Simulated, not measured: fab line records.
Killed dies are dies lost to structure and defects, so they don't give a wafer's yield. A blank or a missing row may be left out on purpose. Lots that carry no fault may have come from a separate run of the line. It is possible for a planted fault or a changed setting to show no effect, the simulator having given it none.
Comparing a struck lot with a sound one :: flow nandHarc :: 40 steps out of a route of 1159
Sound: wafers L587.2, L587.4, L587.5. Struck: wafers L592.1, L592.5, L592.6. The cause comes at the end.
Per side, at each step with rows, come the tool, then ch with its chambers, and then its first start. Under that, the readings that differ: sound wafers :: struck wafers :: difference of the means :: sigmas: that difference in standard deviations of wafers without a fault.
alike: same words and numbers on both sides, and readings whose means sit less than 2 such deviations apart. not compared: any withheld reading, any reading some wafer has no value for, any bound like >300 that may hide the same value, and any number with overlapping values for which the record gives no deviation.
Wherever a step has rows on one side only, a row that says differs or no value, or a row with sigmas, the two part there. Numbers that have no deviation but don't overlap get no sigmas and don't part them. Lack of a reading on every wafer of one side parts them only where that side has two or more wafers.

first, 2 steps without rows for these wafers: NHARC_A_STAIRCASE_DESCUM_291 (chemistry O2, time 3 s); NHARC_A_STAIRCASE_ETCH_292 (etches the open film in CF4/CHF3).
NHARC_A_STAIRCASE_HM_OPEN_460: chemistry O2/COS.
  sound: rieDiel-10 ch 1,3; struck: rieDiel-10 ch 0,1
  alike: drypumpMotorCurrentA, oesProductAu, rfVppV, showerheadPlenumPTorr, throttleValvePct
  not compared: rfHoursCounterH
then, 2 steps without rows for these wafers: NHARC_A_STAIRCASE_STRIP_461 (strips in O2/COS); NHARC_A_STAIRCASE_ETCH_452 (etches the open film in CF4/O2, target depth 30 nm, overetch 3 nm, time 16.5 s).
NHARC_A_STAIRCASE_ETCH_294: etches the open film in C4F8/O2/Ar, target depth 4992 nm, time 1212.4 s.
  sound: rieDiel-10 ch 0,2,3; struck: rieDiel-10 ch 1,2
  alike: oesProductAu, rfVppV
  not compared: rfHoursCounterH
NHARC_A_STAIRCASE_STRIP_295: strips in O2.
  sound: rieDiel-10 ch 0,3; struck: rieDiel-10 ch 0,1
  alike: drypumpMotorCurrentA, oesProductAu, rfVppV, showerheadPlenumPTorr, throttleValvePct
  not compared: rfHoursCounterH
then, 4 steps without rows for these wafers: NHARC_A_STAIRCASE_STRIP_296 (strips in SPM, time 900 s); NHARC_A_STAIRCASE_PRECLEAN_297 (cleans in SC1); NHARC_A_STAIRCASE_SRD_298; NHARC_A_STAIRCASE_HM_DEP_462 (deposits aC, target thk 800 nm).
NHARC_A_STAIRCASE_DEP_301: deposits SiON, target thk 30 nm.
  sound on pecvd-03 ch 1,2, day 11 04:14; struck on pecvd-01 ch 1,2, day 12 22:27
  alike: heaterPowerW
then, 9 steps without rows for these wafers: NHARC_A_STAIRCASE_DEHYDRATE_302 (time 120 s); NHARC_A_STAIRCASE_HMDS_303 (time 30 s); NHARC_A_STAIRCASE_COAT_304; NHARC_A_STAIRCASE_SOFTBAKE_305 (time 170 s); NHARC_A_STAIRCASE_EBR_306; NHARC_A_STAIRCASE_EXPOSE_307 (exposes mask CHOP 50); NHARC_A_STAIRCASE_PEB_308 (peb time 130 s); NHARC_A_STAIRCASE_DEVELOP_309 (time 140 s); NHARC_A_STAIRCASE_HARDBAKE_311 (time 140 s).
NHARC_A_STAIRCASE_DESCUM_312: chemistry O2, time 3 s.
  sound on rieDiel-09 ch 1,3, day 11 05:14; struck on rieDiel-10 ch 0,1,3, day 12 23:27
reading: oesProductAu (a.u.)
sound: 1.032 0.988 1.029
struck: 0.989 0.987 0.973
difference: -0.033
sigmas: -2
  alike: drypumpMotorCurrentA, rfVppV, showerheadPlenumPTorr, throttleValvePct
  not compared: rfHoursCounterH
then, 5 steps without rows for these wafers: NHARC_A_STAIRCASE_ETCH_313 (etches the open film in CF4/CHF3); NHARC_A_STAIRCASE_HM_OPEN_463 (chemistry O2/COS); NHARC_A_STAIRCASE_STRIP_464 (strips in O2/COS); NHARC_A_STAIRCASE_ETCH_453 (etches the open film in CF4/O2, target depth 30 nm, overetch 3 nm, time 16.5 s); NHARC_A_STAIRCASE_ETCH_315 (etches the open film in C4F8/O2/Ar, target depth 2500 nm, time 607.1 s).
NHARC_A_STAIRCASE_STRIP_316: strips in O2.
  sound: rieDiel-09 ch 0,1; struck: rieDiel-10 ch 0,1,3
  alike: drypumpMotorCurrentA, oesProductAu, rfVppV, showerheadPlenumPTorr, throttleValvePct
  not compared: rfHoursCounterH
then, 11 steps without rows for these wafers: NHARC_A_STAIRCASE_STRIP_317 (strips in SPM, time 900 s); NHARC_A_STAIRCASE_PRECLEAN_318 (cleans in SC1); NHARC_A_STAIRCASE_SRD_329; NHARC_A_STAIRCASE_ALD_415 (deposits SiO2, target thk 30 nm, pulse time 6 s, ald cycles 300); NHARC_A_STAIRCASE_ETCHBACK_416 (etches the open film in C4F8/O2/Ar, target depth 36 nm, time 7.2 s); NHARC_A_STAIRCASE_STRIP_476 (strips in O2, time 20 s); NHARC_A_STAIRCASE_DEP_417 (deposits Si3N4, target thk 60 nm); NHARC_A_STAIRCASE_WET_418 (chemistry H3PO4, target depth 20 nm); NHARC_A_STAIRCASE_PRECLEAN_419 (cleans in SC1); NHARC_A_STAIRCASE_SRD_421; NHARC_A_STAIRCASE_ALD_420 (deposits SiO2, target thk 20 nm, pulse time 6 s, ald cycles 200).
-- the record jumps here: 8 days lie between the struck wafers' starts before and after (it left off in module A_STAIRCASE and takes up again in module END, whose first step shown is number 1159 of the route) --
NHARC_END_SORT_01:
  at this point the record logs the struck wafers (prober-02 ch 0, day 20 18:08) and has no rows for the sound ones

== WHERE THEY PART ==
At NHARC_A_STAIRCASE_DESCUM_312 first; at NHARC_END_SORT_01 last (within this record only).

WHY: the cause the simulator had injected
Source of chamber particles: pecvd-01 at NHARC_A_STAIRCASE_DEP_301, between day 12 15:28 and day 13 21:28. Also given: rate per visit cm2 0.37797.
